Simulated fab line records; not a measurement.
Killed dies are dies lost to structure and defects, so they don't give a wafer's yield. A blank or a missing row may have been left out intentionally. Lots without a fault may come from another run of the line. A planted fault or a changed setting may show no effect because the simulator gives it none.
Lot-split experiment ; flow n5Finfet ; route with 1938 steps; 7 lots, 21 wafers read

ON THE SPLIT
At N5_BEOL_M8_DESCUM_16 (chemistry O2, time 7.9 s), the setting timeS was moved away from the recipe's 7.9 s on 6 of the 21 wafers read, by +10.1% to +21.7%. All remaining wafers had this setting at the recipe value.

The split's own step is where the reading is taken.

THE READING
CAR-ArF_of_BEOL_M8_COAT_05.thkNm (the simulator's own value, which no gauge read), in nm, at N5_BEOL_M8_DESCUM_16 (chemistry O2, time 7.9 s). The file does not state a usual value for it. Across the 15 wafers here that went through the recipe, the average is 83.4 nm and the standard deviation 0.33 nm.

wafer;tool, chamber at the split;timeS as run, s;against the recipe;CAR-ArF_of_BEOL_M8_COAT_05.thkNm, nm;against lot-mates on the recipe
L074.1;rieDiel-05, 2;9.004;+14.0%;82.8;-0.6
L074.2;rieDiel-05, 3;7.9;recipe;83.4;-
L074.4;rieDiel-05, 0;9.004;+14.0%;82.4;-1.0
L075.2;rieDiel-01, 0,1,1;7.9;recipe;83.6;-
L075.4;rieDiel-01, 0,1,1;7.9;recipe;83.6;-
L075.6;rieDiel-01, 0,1,1;7.9;recipe;83.6;-
L082.2;rieDiel-03, 3;7.9;recipe;83.4;-
L082.3;rieDiel-03, 0;7.9;recipe;83;-
L082.4;rieDiel-03, 2;7.9;recipe;83.6;-
L085.2;rieDiel-01, 0,2;7.9;recipe;83.4;-
L085.4;rieDiel-01, 0,2;7.9;recipe;83.4;-
L085.5;rieDiel-01, 1;9.618;+21.7%;82.2;-1.2
L088.2;rieDiel-03, 1;7.9;recipe;82.6;-
L088.4;rieDiel-03, 2,3;7.9;recipe;83;-
L088.6;rieDiel-03, 2,3;7.9;recipe;83;-
L091.1;rieDiel-05, 2,0;7.9;recipe;83.8;-
L091.6;rieDiel-05, 2,0;7.9;recipe;83.8;-
L091.2;rieDiel-05, 3;7.9;recipe;83.6;-
L097.2;rieDiel-01, 3,2;8.7;+10.1%;82.4;no lot-mate on the recipe
L097.4;rieDiel-01, 3,2;8.7;+10.1%;82.4;no lot-mate on the recipe
L097.5;rieDiel-01, 3;8.7;+10.1%;82.6;no lot-mate on the recipe
Where a row lists several chambers, the file gives one row for several wafers and doesn't say which wafer went through which chamber.

THE FIT
A straight line over all 21 wafers: CAR-ArF_of_BEOL_M8_COAT_05.thkNm changes by -0.0632 nm for each +1% of timeS; r = -0.79; the points scatter about the line by 0.33 nm.
The same after taking each lot's own level away (the mean of its wafers on the recipe; 18 wafers): -0.0561 nm for each +1%; r = -0.92; scatter 0.16 nm.
The reading moves by 1.2 nm for the largest change in timeS, on that fit.
Measured against the standard deviation above, the lots' own levels, which go from 82.87 to 83.73 nm, span 2.6 times it.
So the lot-to-lot level blurs the effect unless lot-mates are compared.
Check: -1.24 nm against its lot-mates is what the line predicts for one of the wafers moved furthest among these (+21.7%) when that wafer is left out of the fit. Against them it came out at -1.2 nm.

ADDITIONAL SPLITS CARRIED BY THESE WAFERS
These wafers also went through other splits before the reading. Each is held against what the fit with the lots' levels taken away leaves over:
other split on the same wafers;wafers away from the commonest value;r with CAR-ArF_of_BEOL_M8_COAT_05.thkNm (lot level and that fit taken away)
N5_BEOL_M7_COAT_63 spinRpm;10;+0.00

FILE'S OWN FIT
CAR-ArF_of_BEOL_M8_COAT_05.thkNm changes by -0.0558 nm for each +1% of timeS, r = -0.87.
